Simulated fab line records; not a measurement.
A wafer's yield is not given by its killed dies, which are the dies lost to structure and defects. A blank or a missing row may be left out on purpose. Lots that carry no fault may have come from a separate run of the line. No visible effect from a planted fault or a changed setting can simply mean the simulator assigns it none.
fab line records	flow n5-finfet
record lots=5	wafers=15	last-day=18
route steps=1938 shown BEOL_M6@1261 BEOL_M7@1263 PASSIVATION@1936
lots that met no fault: from a run of the same line without faults
start-h: hours from the record's first day to the start of the lot's first wafer shown	wait-h: hours since the lot's step before	" unchanged from the row above	L1.1+2: several wafers, shown together as one row	- no value, or no start given	* or withheld: withheld	< > ~ a bound
route shown NAME@n: names a module that has steps shown in the file, with the first one's number in the route	usual: average and standard deviation across the fault-free wafers	same: alike in all rows	chamber/n: place in a boat	sites: the reading at each site	_std_site: standard deviation of those values	_edge_site: outer sites' mean less inner sites'	radius-mm: for every site, how far away it sits from the centre of the wafer	mask NAME#n: copy n	behind: the most recent tool/chamber to have shaped the wafer	hold: cause of the lot's hold/its duration in hours/its outcome	device: transistor that didn't switch, given as n, p or np	end of line: at the end of the route, the tests of the same wafers	a step given without rows: its recipe and nothing more	killed: dies that structure and defects cost at the first sort, which is not the same as the wafer's yield	map: a wafer's dies, x killed, . not, _ none there
set.NAME: the setting that was run; set.NAME@STEP: the one run at that earlier step	model.NAME: the simulator's own value behind a step, which no gauge read
lots at selected steps of the route; one table per step, one row per wafer
services: from which hour (start-h, from the record's first day; less than 0 if before it) a tool's chamber was out of use, for how many hours, and why
## steps
# step N5_BEOL_M6_RS_MEAS_57
# recipe thk-meas-gauge=four-point-probe	reads=Cu_of_BEOL_M6_ECD_50+Co_of_BEOL_M6_CVD_78+TaN_of_BEOL_M6_ALD_77
# usual M6_RS=0.282/0.009
lot.wafer	tool	chamber	start-h	wait-h	M6_RS[ohm/sq]
L568.1	film-metro-02	-	204.16	0.1	0.261
L568.3	"	-	"	"	0.275
L568.6	"	-	"	"	0.271
L572.1	film-metro-02	-	222.42	0.1	0.288
L572.4	"	-	"	"	0.296
L572.6	"	-	"	"	0.296
L575.3	film-metro-02	-	231.13	0.1	0.288
L575.5	"	-	"	"	0.272
L575.6	"	-	"	"	0.295
L582.4	film-metro-01	-	338.94	0.0	0.271
L582.5	"	-	"	"	0.277
L582.6	"	-	"	"	0.279
L578.4	film-metro-01	-	342.21	0.0	0.288
L578.5	"	-	"	"	0.285
L578.6	"	-	"	"	0.298
# step N5_BEOL_M6_INSPECT_58
# recipe inspect-instrument=darkfield	mode=post-dep
# usual raw-defect-count=70/22
lot.wafer	tool	chamber	start-h	wait-h	raw-defect-count
L568.1	defect-inspect-01	-	204.18	0.0	57
L568.3	"	-	"	"	57
L568.6	"	-	"	"	58
L572.1	defect-inspect-01	-	222.45	0.0	92
L572.4	"	-	"	"	108
L572.6	"	-	"	"	149
L575.3	defect-inspect-01	-	231.15	0.0	60
L575.5	"	-	"	"	48
L575.6	"	-	"	"	73
L582.4	defect-inspect-01	-	338.97	0.0	90
L582.5	"	-	"	"	94
L582.6	"	-	"	"	66
L578.4	defect-inspect-01	-	342.23	0.0	100
L578.5	"	-	"	"	102
L578.6	"	-	"	"	98
# step N5_BEOL_M7_ILD_DEP_00
# recipe material=SiCOH_lowk	target-thk-a=1797.5	temp-c=300	precursor=DEMS/porogen	pressure-torr=5	rf-w=500	time-s=33.4
# usual heater-power-w=315/60	showerhead-plenum-p-Torr=5.742/0.016	throttle-valve-pct=14.3/0.7
# same time-s=33.4
lot.wafer	tool	chamber	start-h	wait-h	heater-power-w	showerhead-plenum-p-Torr	since-wet-clean-h	throttle-valve-pct
L568.1	pecvd-03	2	204.22	0.0	321	5.750	517	14.4
L568.3	"	0	"	"	272	5.757	1271	14.9
L568.6	"	0	"	"	284	5.760	-	14.4
L572.1	pecvd-03	0	222.48	0.0	290	5.753	1289	14.6
L572.4	"	2	"	"	292	5.741	-	14.1
L572.6	"	1	"	"	345	5.739	-	14.4
L575.3	pecvd-03	0	231.19	0.0	265	5.760	1298	14.7
L575.5	"	0	"	"	271	5.759	-	14.5
L575.6	"	2	"	"	355	5.720	-	14.1
L582.4	pecvd-01	2	339.03	0.1	525	5.711	-	13.1
L582.5	"	1	"	"	276	5.732	-	14.5
L582.6	"	0	"	"	343	5.764	-	15.6
L578.4	pecvd-04	0	342.29	0.1	266	5.740	-	14.8
L578.5	"	1	"	"	278	5.754	-	13.7
L578.6	"	2	"	"	229	5.725	-	12.9
# step N5_BEOL_M7_CURE_74
# recipe temp-c=385	time-s=240	ambient=He/Ar	material=SiCOH_lowk
# usual lamp-power-pct=52.31/0.057	wafer_temp_C_max=387.0/0.8
# same time-s=240
lot.wafer	tool	chamber	start-h	wait-h	lamp-power-pct	wafer_temp_C_max
L568.1	uv-cure-01	2	204.28	0.0	52.31	387.1
L568.3	"	2	"	"	52.38	388.0
L568.6	"	2	"	"	52.42	387.5
L572.1	uv-cure-03	2	222.55	0.0	52.29	386.3
L572.4	"	2	"	"	52.36	385.6
L572.6	"	2	"	"	52.29	385.7
L575.3	uv-cure-03	0	231.41	0.2	52.23	387.7
L575.5	"	0	"	"	52.25	388.3
L575.6	"	0	"	"	52.34	387.7
L582.4	uv-cure-01	0	339.31	0.3	52.25	388.0
L582.5	"	0	"	"	52.35	388.5
L582.6	"	0	"	"	52.27	388.5
L578.4	uv-cure-01	2	342.57	0.3	52.24	388.5
L578.5	"	2	"	"	52.29	387.3
L578.6	"	2	"	"	52.32	387.6
# step N5_BEOL_M7_THK_MEAS_01
# recipe reads=SiCOH_lowk_of_BEOL_M7_ILD_DEP_00
# usual M7_ILD_THK=155.0/2.2
lot.wafer	tool	chamber	start-h	wait-h	M7_ILD_THK[nm]
L568.1	film-metro-01	-	204.80	0.4	152.9
L568.3	"	-	"	"	157.1
L568.6	"	-	"	"	157.5
L572.1	film-metro-02	-	223.06	0.4	156.5
L572.4	"	-	"	"	155.9
L572.6	"	-	"	"	157.4
L575.3	film-metro-02	-	231.77	0.3	155.9
L575.5	"	-	"	"	158.1
L575.6	"	-	"	"	154.0
L582.4	film-metro-01	-	339.58	0.2	153.8
L582.5	"	-	"	"	155.0
L582.6	"	-	"	"	154.7
L578.4	film-metro-01	-	342.85	0.2	154.9
L578.5	"	-	"	"	157.6
L578.6	"	-	"	"	155.9
# step N5_BEOL_M7_PECVD_70
# recipe material=SiO2	target-thk-a=200	temp-c=400	precursor=TEOS/O2	pressure-torr=5.5	rf-w=450	teos-flow-sccm=53.8	gas=O2	flow-sccm=3000	time-s=22.7
# usual heater-power-w=725/95	showerhead-plenum-p-Torr=8.80/0.066	throttle-valve-pct=23.1/1
# same time-s=22.7
lot.wafer	tool	chamber	start-h	wait-h	heater-power-w	showerhead-plenum-p-Torr	since-wet-clean-h	throttle-valve-pct
L568.1	pecvd-03	0	204.83	0.0	736	8.85	1271	23.5
L568.3	"	2	"	"	732	8.76	517	22.9
L568.6	"	2	"	"	724	8.73	-	22.7
L572.1	pecvd-03	2	223.10	0.0	702	8.75	535	23.1
L572.4	"	1	"	"	816	8.76	-	23.3
L572.6	"	2	"	"	709	8.76	-	23.1
L575.3	pecvd-03	2	231.80	0.0	792	8.76	544	22.8
L575.5	"	0	"	"	644	8.85	-	23.6
L575.6	"	1	"	"	834	8.76	-	23.0
L582.4	pecvd-01	0	339.64	0.1	710	8.91	-	25.4
L582.5	"	2	"	"	1046	8.65	-	21.4
L582.6	"	1	"	"	621	8.82	-	23.4
L578.4	pecvd-03	0	342.90	0.1	762	8.84	-	23.7
L578.5	"	2	"	"	657	8.73	-	23.3
L578.6	"	1	"	"	774	8.77	-	23.3
# step N5_BEOL_M7_HM_DEP_02
# recipe material=TiN	target-thk-a=200	temp-c=25	chamber-pressure-pa=0.49996
# usual throttle-valve-pct=30.0/1
lot.wafer	tool	chamber	start-h	wait-h	throttle-valve-pct
L568.1	pvd-sputter-01	-	205.87	1.0	30.5
L568.3	"	-	"	"	29.9
L568.6	"	-	"	"	29.8
L572.1	pvd-sputter-01	-	223.16	0.0	30.3
L572.4	"	-	"	"	30.3
L572.6	"	-	"	"	30.1
L575.3	pvd-sputter-01	-	231.86	0.0	30.3
L575.5	"	-	"	"	30.1
L575.6	"	-	"	"	30.1
L582.4	pvd-sputter-01	-	339.68	0.0	30.1
L582.5	"	-	"	"	30.6
L582.6	"	-	"	"	30.5
L578.4	pvd-sputter-01	-	343.44	0.5	31.5
L578.5	"	-	"	"	30.1
L578.6	"	-	"	"	30.2
# step N5_BEOL_M7_COAT_59
# recipe resist=SOC	temp-c=250	time-s=60	spin-rpm=1500	resist-thk-nm=100
# step N5_BEOL_M7_COAT_60
# recipe resist=SiARC	temp-c=220	time-s=60	spin-rpm=1500	resist-thk-nm=35
# step N5_BEOL_M7_COAT_05
# recipe resist=CAR-ArF	spin-rpm=1500	resist-thk-nm=90
# step N5_BEOL_M7_EBR_07
# recipe solvent=PGMEA	ebr-width-mm=1.5
# step N5_BEOL_M7_SOFTBAKE_06
# recipe temp-c=110	time-s=60	resist=CAR-ArF
# step N5_BEOL_M7_EXPOSE_08
# recipe mask-id=M7	na=1.35	source-shape=dipole	sigma-inner=0.817	sigma-outer=0.97	polarization=te	dose-mj=68.25
# usual exposure-dose-mJ-cm2=68.23/0.082	focus-offset-nm=0.0/0.6
lot.wafer	tool	chamber	start-h	wait-h	mask	exposure-dose-mJ-cm2	focus-offset-nm
L568.1	arfi-scanner-01	0	206.24	-	M7#0	68.30	0.5
L568.3	"	0	"	"	M7#0	68.26	1.1
L568.6	"	0	"	"	M7#0	68.20	0.1
L572.1	arfi-scanner-01	0	223.40	-	M7#0	67.38	0.4
L572.4	"	0	"	"	M7#0	67.37	-0.6
L572.6	"	0	"	"	M7#0	67.38	-0.4
L575.3	arfi-scanner-03	0	232.24	-	M7#0	68.33	-1.0
L575.5	"	0	"	"	M7#0	68.20	-0.8
L575.6	"	0	"	"	M7#0	68.29	-0.7
L582.4	arfi-scanner-03	0	339.94	-	M7#0	68.16	-0.6
L582.5	"	0	"	"	M7#0	68.14	-0.7
L582.6	"	0	"	"	M7#0	68.17	-0.7
L578.4	arfi-scanner-03	0	343.71	-	M7#0	68.10	0.1
L578.5	"	0	"	"	M7#0	68.06	0.4
L578.6	"	0	"	"	M7#0	68.08	0.5
# step N5_BEOL_M7_PEB_09
# recipe peb-temp-c=withheld	peb-time-s=60	resist=CAR-ArF
# step N5_PASSIVATION_PROBE_49
# usual defect-limited-yield=91.0/1.5	killed_at_M0_to_M3=32/9.6	killed_at_M4_up=13/4.7	killed-at-contacts=13/7.2	killed-at-front-end=44/13	killed-at-other=4/3.4	killed-dies=106/18	killed-open=70/13	killed-short=35/8	sort_bin_5_function=5.3/0.97	sort_bin_6_memory=3.4/0.73	sort_bin_8_speed=0.00/0.036	sort-n-pass=1074/18	sort-yield-pct=91.0/1.5
# same gross-dies=1180	killed-at-back-side=0	sort_bin_4_leakage[%]=0
lot.wafer	tool	chamber	start-h	wait-h	defect-limited-yield[%]	killed_at_M0_to_M3	killed_at_M4_up	killed-at-contacts	killed-at-front-end	killed-at-other	killed-dies	killed-open	killed-short	sort_bin_5_function[%]	sort_bin_6_memory[%]	sort_bin_8_speed[%]	sort-n-pass	sort-yield-pct[%]
L568.1	prober-02	-	260.77	0.0	90.1	30	20	11	49	7	117	69	45	6.0	3.5	0	1063	90.1
L568.3	prober-02	-	260.87	0.1	89.7	32	15	5	58	11	121	64	53	6.4	3.2	0	1059	89.7
L568.6	prober-02	-	261.02	0.3	90.8	35	21	10	38	5	109	72	37	5.6	3.4	0	1071	90.8
L572.1	prober-02	-	290.48	0.0	94.6	20	10	4	29	1	64	42	21	2.7	2.5	0	1116	94.6
L572.4	prober-02	-	290.63	0.2	92.2	29	16	4	40	3	92	54	38	4.3	3.2	0	1088	92.2
L575.3	prober-02	-	296.33	0.4	91.3	36	14	17	32	4	103	68	33	5.8	2.6	0	1077	91.3
L575.5	prober-02	-	296.43	0.5	92.4	25	14	10	40	1	90	61	29	3.9	3.3	0	1090	92.4
L575.6	prober-02	-	296.48	0.5	92.1	33	6	13	40	1	93	59	30	4.4	2.7	0	1087	92.1
L582.4	prober-01	-	425.23	0.2	91.9	37	12	10	34	2	95	59	35	4.3	3.6	0	1085	91.9
L582.5	prober-01	-	425.28	0.2	91.8	33	11	14	38	1	97	63	34	5.1	3.0	0	1083	91.8
L582.6	prober-01	-	425.33	0.3	90.9	30	18	6	47	6	107	67	39	5.4	3.1	0	1073	90.9
L578.4	prober-01	-	442.42	0.2	90.4	45	16	3	42	7	113	80	32	5.8	3.5	0	1067	90.4
L578.6	prober-01	-	442.52	0.3	91.9	30	12	8	43	3	96	67	29	5.3	2.5	0	1084	91.9
# killed by level:class
L568.1 BEOL_M4:geometric-particle:open=13 FIN_SAQP:geometric-particle:open=11 MOL_CONTACT_COAG:geometric-particle:open=11 BEOL_M0_SAQP:geometric-particle:short=9 BEOL_M3:geometric-particle:short=8 GATE_CUT:geometric-particle:short=7 FIN_SAQP:geometric-particle:short=6 ILD0:geometric-particle:open=5
L568.3 FIN_SAQP:geometric-particle:short=18 BEOL_M0_SAQP:geometric-particle:open=11 FIN_SAQP:geometric-particle:open=9 BEOL_M3:geometric-particle:short=6 GATE_CUT:geometric-particle:short=5 BEOL_M0_SAQP:geometric-particle:short=5 BEOL_M3:geometric-particle:open=5 MIM_TOP:geometric-particle:short=5
L568.6 BEOL_M4:geometric-particle:open=11 GATE_CUT:geometric-particle:short=8 MOL_CONTACT_COAG:geometric-particle:open=8 BEOL_M0_SAQP:geometric-particle:open=7 FIN_SAQP:geometric-particle:short=7 BEOL_M2:geometric-particle:open=7 FIN_SAQP:geometric-particle:open=6 BEOL_M3:geometric-particle:short=6
L572.1 STI_FIN_REVEAL:geometric-particle:open=7 FIN_SAQP:geometric-particle:short=5 BEOL_M0_SAQP:geometric-particle:open=5 BEOL_M0_SAQP:geometric-particle:short=5 DUMMY_GATE:geometric-particle:open=4 MOL_CONTACT_COAG:geometric-particle:open=4 BEOL_M5:geometric-particle:open=4 GATE_CUT:geometric-particle:open=3
L572.4 BEOL_M0_SAQP:geometric-particle:short=9 FIN_SAQP:geometric-particle:short=6 STI_FIN_REVEAL:geometric-particle:open=6 GATE_CUT:geometric-particle:open=6 FIN_SAQP:geometric-particle:open=5 DUMMY_GATE:geometric-particle:open=5 GATE_CUT:geometric-particle:short=5 BEOL_M0_SAQP:geometric-particle:open=5
L575.3 MOL_CONTACT_COAG:geometric-particle:open=16 BEOL_M0_SAQP:geometric-particle:short=11 FIN_SAQP:geometric-particle:open=9 FIN_SAQP:geometric-particle:short=9 BEOL_M4:geometric-particle:open=9 BEOL_M0_SAQP:geometric-particle:open=8 BEOL_M3:geometric-particle:open=8 BEOL_M1:geometric-particle:open=5
L575.5 DUMMY_GATE:geometric-particle:open=8 FIN_SAQP:geometric-particle:open=7 FIN_SAQP:geometric-particle:short=7 MOL_CONTACT_COAG:geometric-particle:open=7 STARTING-WAFER:geometric-particle:open=6 BEOL_M4:geometric-particle:open=5 BEOL_M0_SAQP:geometric-particle:open=4 BEOL_M0_SAQP:geometric-particle:short=4
L575.6 MOL_CONTACT_COAG:geometric-particle:open=12 FIN_SAQP:geometric-particle:open=7 STI_FIN_REVEAL:geometric-particle:open=7 BEOL_M3:geometric-particle:open=7 FIN_SAQP:geometric-particle:short=6 BEOL_M2:geometric-particle:open=6 BEOL_M1:geometric-particle:open=5 BEOL_M0_SAQP:geometric-particle:short=4
L582.4 FIN_SAQP:geometric-particle:short=8 BEOL_M0_SAQP:geometric-particle:open=8 MOL_CONTACT_COAG:geometric-particle:open=7 BEOL_M0_SAQP:geometric-particle:short=7 BEOL_M1:geometric-particle:open=6 BEOL_M2:geometric-particle:open=6 BEOL_M4:geometric-particle:open=6 FIN_SAQP:geometric-particle:open=4
L582.5 STI_FIN_REVEAL:geometric-particle:open=13 MOL_CONTACT_COAG:geometric-particle:open=11 BEOL_M2:geometric-particle:open=10 BEOL_M0_SAQP:geometric-particle:short=5 BEOL_M0_SAQP:geometric-particle:open=4 BEOL_M3:geometric-particle:open=4 FIN_SAQP:geometric-particle:short=3 ILD0:geometric-particle:short=3
L582.6 STI_FIN_REVEAL:geometric-particle:open=12 FIN_SAQP:geometric-particle:short=6 BEOL_M1:geometric-particle:open=6 GATE_CUT:geometric-particle:short=5 MOL_CONTACT_COAG:geometric-particle:open=5 BEOL_M4:geometric-particle:open=5 BEOL_M0_SAQP:geometric-particle:open=4 GATE_CUT:geometric-particle:open=4
L578.4 BEOL_M2:geometric-particle:open=10 BEOL_M0:geometric-particle:open=9 FIN_SAQP:geometric-particle:open=8 STI_FIN_REVEAL:geometric-particle:open=7 BEOL_M3:geometric-particle:open=6 FIN_SAQP:geometric-particle:short=5 DUMMY_GATE:geometric-particle:open=5 BEOL_M0_SAQP:geometric-particle:short=5
L578.6 STI_FIN_REVEAL:geometric-particle:open=10 FIN_SAQP:geometric-particle:short=9 BEOL_M1:geometric-particle:open=8 FIN_SAQP:geometric-particle:open=7 MOL_CONTACT_COAG:geometric-particle:open=7 BEOL_M0_SAQP:geometric-particle:open=6 BEOL_M3:geometric-particle:open=5 DUMMY_GATE:geometric-particle:open=4
## services
tool	chamber	start-h	hours	kind
arfi-scanner-01	-	183.04	1.3	pm
arfi-scanner-03	-	192.52	2.3	repair
arfi-scanner-01	-	196.31	4.9	pm
arfi-scanner-03	-	198.75	8.6	repair
pecvd-03	1	210.14	2.1	scheduled-down
pecvd-01	0	210.55	5.5	scheduled-down
pecvd-01	2	216.01	5.5	scheduled-down
arfi-scanner-03	-	227.38	1.0	pm
pecvd-01	2	233.55	2.1	scheduled-down
arfi-scanner-03	-	244.22	1.3	pm
uv-cure-03	-	252.65	0.8	repair
pecvd-03	0	263.54	-	calibration
uv-cure-01	-	272.32	13.0	repair
pvd-sputter-01	-	273.00	6.9	repair
arfi-scanner-01	-	280.90	0.8	pm
arfi-scanner-01	-	283.72	17.3	pm
uv-cure-01	-	287.82	0.8	repair
pecvd-04	2	301.30	3.7	repair
pvd-sputter-01	-	303.61	2.6	repair
arfi-scanner-01	-	308.54	1.3	pm
arfi-scanner-03	-	313.46	0.5	repair
pecvd-01	2	319.35	3.9	repair
arfi-scanner-01	-	335.46	1.0	pm
pvd-sputter-01	-	340.71	0.5	repair
## key
first-sign step=N5_BEOL_M7_EXPOSE_08	reading=exposure-dose-mJ-cm2	direction=down	sigmas=10	usual=68.23	struck=67.38
effect none on later readings
met-at N5_BEOL_M7_EXPOSE_08
struck-wafers L572.1,L572.4,L572.6
loop-trim step=N5_BEOL_M7_EXPOSE_08	setting=dose	lots=L572
onset-between 206.24 223.40
fault kind=process-parameter-drift	tool=arfi-scanner-01	chamber=-	onset-h=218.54	steps=N5_BEOL_M7_EXPOSE_08	channel=dose-mj	offset=-1.1464	shape=step	acts-in=these-recipes-only	stated=68.25
# loop-trim: a control loop set the setting to another value than it would have without faults
